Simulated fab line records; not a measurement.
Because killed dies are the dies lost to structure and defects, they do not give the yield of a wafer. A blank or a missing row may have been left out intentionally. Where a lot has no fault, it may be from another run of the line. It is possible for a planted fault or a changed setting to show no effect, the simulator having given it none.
Chamber matching -- flow nand_harc -- NHARC_A_STAIRCASE_TRIM_229 on rie_diel-05: 4 sister chambers
The step chemistry O2, time 211.2 s. 8 wafers are shown with their chamber, then 10 later ones without.

== EACH WAFER AND ITS CHAMBER ==
wafer,chamber,showerhead_plenum_p_Torr (Torr),oes_product_au (a.u.)
L079.6,0,3.49,0.997
L083.1,2,3.37,0.997
L083.5,1,3.48,0.998
L085.1,3,3.29,1.008
L085.4,0,3.48,1.003
L085.5,3,3.29,1.018
L086.1,2,3.37,0.985
L086.4,1,3.47,0.991

== WAFERS WHOSE CHAMBER IS MISSING ==
wafer,showerhead_plenum_p_Torr (Torr),oes_product_au (a.u.)
L086.6,3.48,0.998
L096.2,3.80,1.000
L096.4,3.46,1.021
L096.5,3.46,1.027
L097.2,3.36,0.974
L097.4,3.46,1.019
L097.6,3.35,0.970
L095.1,3.47,1.013
L095.3,3.46,1.024
L095.6,3.46,1.020

== WHICH CHAMBER EACH WENT THROUGH ==
wafer,from the rows above,in truth
L086.6,can't be placed: 0 or 1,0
L096.2,0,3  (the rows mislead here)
L096.4,can't be placed: 1 or 0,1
L096.5,can't be placed: 1 or 0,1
L097.2,2,2
L097.4,can't be placed: 1 or 0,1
L097.6,2,2
L095.1,can't be placed: 1 or 0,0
L095.3,can't be placed: 1 or 0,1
L095.6,can't be placed: 1 or 0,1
Placed correctly: 2 of 10. Can't be placed from these rows: 7 (the true chamber is among the candidates in 7). Wrongly placed: 1.
How it was worked out, from the rows above alone: a wafer's distance from a chamber is the root of the sum, over the readings, of the square of ((its reading less the chamber's mean) divided by the reading's scatter). If the next closest chamber is less than 2 further off than the closest, the wafer can't be placed; otherwise it belongs to the closest. The mean given for a chamber averages the wafers shown for that chamber. The scatter: the root of (the sum of the squares of (reading less its chamber's mean) over the shown wafers, divided by (wafers less chambers)).
